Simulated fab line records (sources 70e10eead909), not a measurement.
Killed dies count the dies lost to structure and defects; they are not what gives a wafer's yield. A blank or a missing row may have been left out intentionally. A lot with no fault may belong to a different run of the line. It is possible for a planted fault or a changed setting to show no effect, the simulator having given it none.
The tool behind it: which one? / flow nand harc / Sampling: 24 lots, 72 wafers, 4 of 1302 route steps

WHAT THE GAUGES SHOWED, per wafer
NHARC_A_CONTACT_CD_MEAS_53. Usual: cd nm reads 289.7 nm (standard deviation 0.77).
lot=L074; measured=day 21 12:29; on=cd sem-01; cd nm (nm)=290.2 290.4 289.5; flag=
lot=L076; measured=day 22 04:04; on=cd sem-03; cd nm (nm)=289.1 289.7 289.5; flag=
lot=L075; measured=day 22 04:29; on=cd sem-02; cd nm (nm)=288.3 288.0 288.6; flag=
lot=L078; measured=day 22 13:09; on=cd sem-02; cd nm (nm)=290.5 291.0 290.2; flag=
lot=L077; measured=day 22 20:20; on=cd sem-02; cd nm (nm)=290.4 291.5 290.3; flag=
lot=L079; measured=day 22 21:22; on=cd sem-01; cd nm (nm)=289.7 290.2 290.4; flag=
lot=L081; measured=day 23 13:53; on=cd sem-03; cd nm (nm)=289.2 289.2 288.8; flag=
lot=L080; measured=day 23 18:13; on=cd sem-03; cd nm (nm)=288.2 289.0 288.8; flag=
lot=L083; measured=day 24 18:17; on=cd sem-01; cd nm (nm)=290.7 290.0 291.1; flag=
lot=L082; measured=day 24 23:04; on=cd sem-01; cd nm (nm)=288.4 289.2 289.6; flag=
lot=L085; measured=day 25 15:26; on=cd sem-02; cd nm (nm)=288.8 289.1 288.9; flag=
lot=L084; measured=day 25 16:41; on=cd sem-01; cd nm (nm)=290.7 290.9 290.4; flag=
lot=L087; measured=day 26 15:43; on=cd sem-02; cd nm (nm)=289.7 289.7 290.3; flag=
lot=L086; measured=day 26 17:49; on=cd sem-03; cd nm (nm)=289.4 289.1 289.7; flag=
lot=L088; measured=day 27 14:00; on=cd sem-01; cd nm (nm)=289.6 290.2 290.7; flag=
lot=L091; measured=day 27 19:52; on=cd sem-02; cd nm (nm)=289.7 290.1 289.6; flag=
lot=L090; measured=day 27 21:55; on=cd sem-02; cd nm (nm)=289.7 288.8 288.7; flag=
lot=L089; measured=day 27 22:29; on=cd sem-03; cd nm (nm)=290.8 290.7 290.4; flag=
lot=L092; measured=day 28 19:59; on=cd sem-01; cd nm (nm)=289.5 289.9 289.4; flag=
lot=L093; measured=day 29 20:28; on=cd sem-03; cd nm (nm)=290.3 288.9 289.6; flag=
lot=L095; measured=day 29 20:44; on=cd sem-01; cd nm (nm)=290.4 290.2 290.3; flag=
lot=L094; measured=day 29 23:42; on=cd sem-03; cd nm (nm)=289.2 288.6 289.0; flag=
lot=L096; measured=day 30 15:44; on=cd sem-01; cd nm (nm)=288.5 288.8 289.4; flag=
lot=L097; measured=day 31 15:39; on=cd sem-01; cd nm (nm)=289.0 289.7 289.2; flag=

NHARC_A_CONTACT_INSPECT_71. Usual: raw defect count reads 88 (standard deviation 35).
lot=L074; measured=day 21 21:06; on=defect inspect-01; raw defect count=158 149 151; flag=
lot=L076; measured=day 22 09:11; on=defect inspect-02; raw defect count=109 119 108; flag=
lot=L075; measured=day 22 09:30; on=defect inspect-01; raw defect count=96 87 95; flag=
lot=L078; measured=day 22 18:22; on=defect inspect-02; raw defect count=116 110 132; flag=
lot=L077; measured=day 23 03:44; on=defect inspect-01; raw defect count=20 12 26; flag=
lot=L079; measured=day 23 04:10; on=defect inspect-01; raw defect count=97 110 101; flag=
lot=L081; measured=day 23 19:01; on=defect inspect-01; raw defect count=84 90 84; flag=
lot=L080; measured=day 24 00:42; on=defect inspect-01; raw defect count=64 72 67; flag=
lot=L083; measured=day 24 23:45; on=defect inspect-01; raw defect count=75 88 73; flag=
lot=L082; measured=day 25 04:10; on=defect inspect-01; raw defect count=120 77 107; flag=
lot=L085; measured=day 25 21:25; on=defect inspect-02; raw defect count=143 129 120; flag=
lot=L084; measured=day 25 21:46; on=defect inspect-02; raw defect count=16 10 15; flag=
lot=L087; measured=day 27 02:49; on=defect inspect-02; raw defect count=43 35 41; flag=
lot=L086; measured=day 27 04:36; on=defect inspect-02; raw defect count=77 83 61; flag=
lot=L088; measured=day 27 21:35; on=defect inspect-01; raw defect count=94 105 109; flag=
lot=L091; measured=day 28 02:01; on=defect inspect-01; raw defect count=30 33 29; flag=
lot=L090; measured=day 28 03:20; on=defect inspect-02; raw defect count=126 145 145; flag=
lot=L089; measured=day 28 05:07; on=defect inspect-02; raw defect count=73 88 72; flag=
lot=L092; measured=day 29 00:59; on=defect inspect-01; raw defect count=92 132 124; flag=
lot=L093; measured=day 30 02:10; on=defect inspect-02; raw defect count=72 72 66; flag=
lot=L095; measured=day 30 03:11; on=defect inspect-01; raw defect count=99 86 89; flag=
lot=L094; measured=day 30 08:21; on=defect inspect-02; raw defect count=114 134 112; flag=
lot=L096; measured=day 30 20:44; on=defect inspect-02; raw defect count=104 90 112; flag=
lot=L097; measured=day 32 02:47; on=defect inspect-02; raw defect count=95 87 90; flag=

WHAT TOOL EACH LOT RAN ON (gives the tool, then ch and the chambers of the sampled wafers, and finally the start)
lot=L074; NHARC_A_CONTACT_ETCH_120=har cap etch-03 ch 0,1, day 21 10:52; NHARC_A_CONTACT_ETCH_123=har cap etch-03 ch 0,1, day 21 11:33
lot=L076; NHARC_A_CONTACT_ETCH_120=har cap etch-03 ch 0,1, day 22 02:21; NHARC_A_CONTACT_ETCH_123=har cap etch-03 ch 0,1, day 22 02:52
lot=L075; NHARC_A_CONTACT_ETCH_120=har cap etch-02 ch 0,1, day 22 02:45; NHARC_A_CONTACT_ETCH_123=har cap etch-02 ch 0,1, day 22 03:16
lot=L078; NHARC_A_CONTACT_ETCH_120=har cap etch-03 ch 1, day 22 11:28; NHARC_A_CONTACT_ETCH_123=har cap etch-03 ch 1, day 22 12:02
lot=L077; NHARC_A_CONTACT_ETCH_120=har cap etch-03 ch 0,1, day 22 18:40; NHARC_A_CONTACT_ETCH_123=har cap etch-03 ch 0,1, day 22 19:13
lot=L079; NHARC_A_CONTACT_ETCH_120=har cap etch-01 ch 0,1, day 22 19:18; NHARC_A_CONTACT_ETCH_123=har cap etch-01 ch 0,1, day 22 19:59
lot=L081; NHARC_A_CONTACT_ETCH_120=har cap etch-01 ch 0,1, day 23 12:03; NHARC_A_CONTACT_ETCH_123=har cap etch-01 ch 0,1, day 23 12:37
lot=L080; NHARC_A_CONTACT_ETCH_120=har cap etch-03 ch 0,1, day 23 16:11; NHARC_A_CONTACT_ETCH_123=har cap etch-03 ch 0,1, day 23 16:58
lot=L083; NHARC_A_CONTACT_ETCH_120=har cap etch-01 ch 0,1, day 24 16:35; NHARC_A_CONTACT_ETCH_123=har cap etch-01 ch 0,1, day 24 17:06
lot=L082; NHARC_A_CONTACT_ETCH_120=har cap etch-03 ch 0,1, day 24 21:23; NHARC_A_CONTACT_ETCH_123=har cap etch-03 ch 0,1, day 24 21:57
lot=L085; NHARC_A_CONTACT_ETCH_120=har cap etch-02 ch 0,1, day 25 13:47; NHARC_A_CONTACT_ETCH_123=har cap etch-02 ch 0,1, day 25 14:25
lot=L084; NHARC_A_CONTACT_ETCH_120=har cap etch-01 ch 0,1, day 25 14:56; NHARC_A_CONTACT_ETCH_123=har cap etch-01 ch 0,1, day 25 15:26
lot=L087; NHARC_A_CONTACT_ETCH_120=har cap etch-01 ch 0,1, day 26 13:59; NHARC_A_CONTACT_ETCH_123=har cap etch-01 ch 0,1, day 26 14:29
lot=L086; NHARC_A_CONTACT_ETCH_120=har cap etch-02 ch 0,1, day 26 16:08; NHARC_A_CONTACT_ETCH_123=har cap etch-02 ch 0,1, day 26 16:43
lot=L088; NHARC_A_CONTACT_ETCH_120=har cap etch-02 ch 0,1, day 27 12:21; NHARC_A_CONTACT_ETCH_123=har cap etch-02 ch 0,1, day 27 12:58
lot=L091; NHARC_A_CONTACT_ETCH_120=har cap etch-02 ch 0,1, day 27 18:10; NHARC_A_CONTACT_ETCH_123=har cap etch-02 ch 0,1, day 27 18:40
lot=L090; NHARC_A_CONTACT_ETCH_120=har cap etch-01 ch 0,1, day 27 20:13; NHARC_A_CONTACT_ETCH_123=har cap etch-01 ch 0,1, day 27 20:44
lot=L089; NHARC_A_CONTACT_ETCH_120=har cap etch-03 ch 0,1, day 27 20:47; NHARC_A_CONTACT_ETCH_123=har cap etch-03 ch 0,1, day 27 21:17
lot=L092; NHARC_A_CONTACT_ETCH_120=har cap etch-02 ch 0,1, day 28 17:58; NHARC_A_CONTACT_ETCH_123=har cap etch-02 ch 0,1, day 28 18:43
lot=L093; NHARC_A_CONTACT_ETCH_120=har cap etch-02 ch 0,1, day 29 18:48; NHARC_A_CONTACT_ETCH_123=har cap etch-02 ch 0,1, day 29 19:22
lot=L095; NHARC_A_CONTACT_ETCH_120=har cap etch-01 ch 0,1, day 29 19:02; NHARC_A_CONTACT_ETCH_123=har cap etch-01 ch 0,1, day 29 19:37
lot=L094; NHARC_A_CONTACT_ETCH_120=har cap etch-03 ch 1, day 29 22:00; NHARC_A_CONTACT_ETCH_123=har cap etch-03 ch 1, day 29 22:31
lot=L096; NHARC_A_CONTACT_ETCH_120=har cap etch-03 ch 0,1, day 30 14:02; NHARC_A_CONTACT_ETCH_123=har cap etch-03 ch 0,1, day 30 14:34
lot=L097; NHARC_A_CONTACT_ETCH_120=har cap etch-02 ch 0,1, day 31 13:56; NHARC_A_CONTACT_ETCH_123=har cap etch-02 ch 0,1, day 31 14:27
- NHARC_A_CONTACT_ETCH_120: etches the open film in C4F8/O2/Ar, time 190 s, target depth 1850 nm.
- NHARC_A_CONTACT_ETCH_123: etches the open film in C4F8/O2/Ar, time 490 s, target depth 2110 nm.

WHAT THE TOOLS THEMSELVES READ (means of the sampled wafers that have a number; where no wafer has one, the mark that the record gives instead)
The record holds no such reading with a usual standard deviation.

THE ANSWER, worked out from the rows above alone
Rule: take the mean of a lot's wafers that have a number; if it is more than 3 standard deviations from the usual mean, the lot is off. Also off: a lot with no number at a reading for which 4 or more lots have one. All remaining lots with rows at the step are treated as sound. First the gauges in route order, then the tools' own readings, where a lot's mean is used as printed above. The first step at which some lot is off is used, and at that step the reading that is off furthest; a lot without a number counts as furthest.
No lot is off on any of the readings shown, so nothing can be concluded from this.

WHAT WAS PUT IN BY THE SIMULATOR
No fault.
